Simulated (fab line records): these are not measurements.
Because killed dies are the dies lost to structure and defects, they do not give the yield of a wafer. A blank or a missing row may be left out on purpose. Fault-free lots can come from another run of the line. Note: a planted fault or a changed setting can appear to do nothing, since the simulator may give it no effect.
Chamber matching | flow n5Finfet | 3 sister chambers for N5_BEOL_M10_CVD_75 on cvdCo-02
The step deposits Co from CCTBA/H2, target thk 2 nm, time 138.9 s. 6 wafers are shown with their chamber, then 9 later ones without.

## EACH WAFER AND ITS CHAMBER
wafer  | chamber | chamberPressureTorr (Torr)
L972.1 | 0       | 30.03
L972.3 | 1       | 29.95
L972.4 | 2       | 29.92
L980.1 | 0       | 30.06
L980.3 | 2       | 29.98
L980.6 | 1       | 30.01

## WAFERS WITHOUT THEIR CHAMBER
wafer  | chamberPressureTorr (Torr)
L984.3 | 29.91
L984.5 | 29.90
L984.6 | 29.95
L986.2 | 29.90
L986.3 | 29.93
L986.5 | 30.02
L990.2 | 29.99
L990.3 | 30.02
L990.5 | 30.07

## EACH ONE'S CHAMBER
wafer  | from the rows above          | in truth
L984.3 | can't be placed: 2 or 1      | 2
L984.5 | can't be placed: 2 or 1      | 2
L984.6 | can't be placed: 2 or 1      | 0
L986.2 | can't be placed: 2 or 1      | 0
L986.3 | can't be placed: 2 or 1      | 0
L986.5 | can't be placed: 0 or 1 or 2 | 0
L990.2 | can't be placed: 1 or 2 or 0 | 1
L990.3 | can't be placed: 0 or 1 or 2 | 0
L990.5 | can't be placed: 0 or 1      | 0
0 of 9 placed correctly. Not placeable from these rows: 9 (in 6, the candidates include the true chamber). Placed wrongly: 0.
How it was worked out, from the rows above alone: a wafer's distance from a chamber is the root of the sum, over the readings, of the square of ((its reading less the chamber's mean) divided by the reading's scatter). If the next closest chamber is less than 2 further off than the closest, the wafer can't be placed; otherwise it belongs to the closest. Each chamber's mean is taken over the wafers shown for it. How the scatter is found: for the shown wafers, subtract from each reading the mean of its chamber, square and add these, divide the total by (wafers less chambers), then take the root.
